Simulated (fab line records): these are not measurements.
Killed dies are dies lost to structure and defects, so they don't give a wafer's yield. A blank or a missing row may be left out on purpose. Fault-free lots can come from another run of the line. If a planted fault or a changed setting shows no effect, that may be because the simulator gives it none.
Split-lot experiment / flow n5Finfet / 21 wafers read from 7 lots, route of 1938 steps

== SPLIT DETAILS ==
At N5_BEOL_M8_EXPOSE_25 (exposes mask V7, target cd 40 nm), the setting doseMj was moved away from the recipe's 42.5 on 3 of the 21 wafers read, by -2.5% to +5.6%. For the rest of the wafers, this setting stayed at what the recipe calls for.

== FROM THE SPLIT TO THE READING: what the file shows between them, 2 steps ==
- N5_BEOL_M8_PEB_26: peb time 60 s
- N5_BEOL_M8_DEVELOP_27: develop time 30 s

== THE READING ==
cdNm, in nm, at N5_BEOL_M8_CD_MEAS_28 (target cd 40 nm). A value of 39.99 nm with a standard deviation of 0.26 nm is what fault-free wafers of this fab line usually give.

wafer=L076.1; tool, chamber at the split=euvScanner-02, 0; doseMj as run=42.5; against the recipe=recipe; cdNm, nm=39.85; against lot-mates on the recipe=-
wafer=L076.2; tool, chamber at the split=euvScanner-02, 0; doseMj as run=42.5; against the recipe=recipe; cdNm, nm=39.82; against lot-mates on the recipe=-
wafer=L076.5; tool, chamber at the split=euvScanner-02, 0; doseMj as run=42.5; against the recipe=recipe; cdNm, nm=39.71; against lot-mates on the recipe=-
wafer=L077.3; tool, chamber at the split=euvScanner-02, 0; doseMj as run=42.5; against the recipe=recipe; cdNm, nm=40.03; against lot-mates on the recipe=-
wafer=L077.4; tool, chamber at the split=euvScanner-02, 0; doseMj as run=42.5; against the recipe=recipe; cdNm, nm=40.00; against lot-mates on the recipe=-
wafer=L077.6; tool, chamber at the split=euvScanner-02, 0; doseMj as run=42.5; against the recipe=recipe; cdNm, nm=39.69; against lot-mates on the recipe=-
wafer=L082.2; tool, chamber at the split=euvScanner-02, 0; doseMj as run=42.5; against the recipe=recipe; cdNm, nm=39.69; against lot-mates on the recipe=-
wafer=L082.4; tool, chamber at the split=euvScanner-02, 0; doseMj as run=42.5; against the recipe=recipe; cdNm, nm=39.68; against lot-mates on the recipe=-
wafer=L082.5; tool, chamber at the split=euvScanner-02, 0; doseMj as run=41.44; against the recipe=-2.5%; cdNm, nm=39.47; against lot-mates on the recipe=-0.22
wafer=L084.1; tool, chamber at the split=euvScanner-02, 0; doseMj as run=42.5; against the recipe=recipe; cdNm, nm=40.12; against lot-mates on the recipe=-
wafer=L084.3; tool, chamber at the split=euvScanner-02, 0; doseMj as run=44.87; against the recipe=+5.6%; cdNm, nm=41.04; against lot-mates on the recipe=+1.13
wafer=L084.4; tool, chamber at the split=euvScanner-02, 0; doseMj as run=42.5; against the recipe=recipe; cdNm, nm=39.70; against lot-mates on the recipe=-
wafer=L085.1; tool, chamber at the split=euvScanner-02, 0; doseMj as run=44.41; against the recipe=+4.5%; cdNm, nm=41.01; against lot-mates on the recipe=+0.99
wafer=L085.4; tool, chamber at the split=euvScanner-02, 0; doseMj as run=42.5; against the recipe=recipe; cdNm, nm=40.08; against lot-mates on the recipe=-
wafer=L085.5; tool, chamber at the split=euvScanner-02, 0; doseMj as run=42.5; against the recipe=recipe; cdNm, nm=39.96; against lot-mates on the recipe=-
wafer=L097.1; tool, chamber at the split=euvScanner-01, 0; doseMj as run=42.5; against the recipe=recipe; cdNm, nm=40.31; against lot-mates on the recipe=-
wafer=L097.3; tool, chamber at the split=euvScanner-01, 0; doseMj as run=42.5; against the recipe=recipe; cdNm, nm=39.72; against lot-mates on the recipe=-
wafer=L097.4; tool, chamber at the split=euvScanner-01, 0; doseMj as run=42.5; against the recipe=recipe; cdNm, nm=39.98; against lot-mates on the recipe=-
wafer=L096.2; tool, chamber at the split=euvScanner-02, 0; doseMj as run=42.5; against the recipe=recipe; cdNm, nm=40.03; against lot-mates on the recipe=-
wafer=L096.5; tool, chamber at the split=euvScanner-02, 0; doseMj as run=42.5; against the recipe=recipe; cdNm, nm=40.08; against lot-mates on the recipe=-
wafer=L096.6; tool, chamber at the split=euvScanner-02, 0; doseMj as run=42.5; against the recipe=recipe; cdNm, nm=40.52; against lot-mates on the recipe=-

THE FIT
A straight line over all 21 wafers: cdNm changes by +0.21 nm for each +1% of doseMj; r = +0.85; the points scatter about the line by 0.23 nm.
The same after taking each lot's own level away (the mean of its wafers on the recipe; 21 wafers): +0.193 nm for each +1%; r = +0.88; scatter 0.17 nm.
The reading moves by 1.1 nm for the largest change in doseMj, on that fit.
Measured against the standard deviation above, the lots' own levels, which go from 39.685 to 40.210 nm, span 2.0 times it.
The two slopes agree, so the slope changes little with the lot-to-lot level.
Check: +1.06 nm against its lot-mates is what the line predicts for one of the wafers moved furthest among these (+5.6%) when that wafer is left out of the fit. Against them it came out at +1.13 nm.

== THESE WAFERS: OTHER SPLITS ==
Note: prior to the reading, these wafers also went through further splits. Each is held against what the fit with the lots' levels taken away leaves over:
other split on the same wafers=N5_BEOL_M7_EXPOSE_08 doseMj; wafers away from the commonest value=13; r with cdNm (lot level and that fit taken away)=-0.12
other split on the same wafers=N5_BEOL_M7_ETCH_62 sourceW; wafers away from the commonest value=6; r with cdNm (lot level and that fit taken away)=+0.01
other split on the same wafers=N5_BEOL_M7_STRIP_19 pressureMtorr; wafers away from the commonest value=15; r with cdNm (lot level and that fit taken away)=-0.07
other split on the same wafers=N5_BEOL_M8_COAT_64 spinRpm; wafers away from the commonest value=4; r with cdNm (lot level and that fit taken away)=+0.28

== THE WHOLE CHAIN: every reading that the file lists as answering this split, in the file's order ==
step=N5_BEOL_M8_CD_MEAS_28; what it does=target cd 40 nm; reading=cdNm; change (the file's fit)=+0.196 nm for each +1% of the setting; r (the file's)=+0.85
step=N5_BEOL_M8_DESCUM_33; what it does=chemistry O2, time 7 s; reading=BEOL_M8.cdNm (the simulator's own value, which no gauge read); change (the file's fit)=+0.196 nm for each +1% of the setting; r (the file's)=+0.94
step=N5_BEOL_M8_ETCH_72; what it does=etches underlayer in N2/H2, target depth 6.5 nm, time 5.2 s; reading=BEOL_M8.cdNm (the simulator's own value, which no gauge read); change (the file's fit)=+0.209 nm for each +1% of the setting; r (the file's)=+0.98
step=N5_BEOL_M8_ETCH_65; what it does=etches SiARC in CF4, target depth 15.6 nm, time 26 s; reading=BEOL_M8.cdNm (the simulator's own value, which no gauge read); change (the file's fit)=+0.237 nm for each +1% of the setting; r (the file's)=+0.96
step=N5_BEOL_M8_VIA_ETCH_34; what it does=etches SiCOH lowk in C4F6/O2, target depth 125.5 nm, time 50.5 s; reading=BEOL_M8.cdNm (the simulator's own value, which no gauge read); change (the file's fit)=+0.218 nm for each +1% of the setting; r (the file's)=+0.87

== THE FILE'S OWN FIT ==
cdNm changes by +0.196 nm for each +1% of doseMj, r = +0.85.
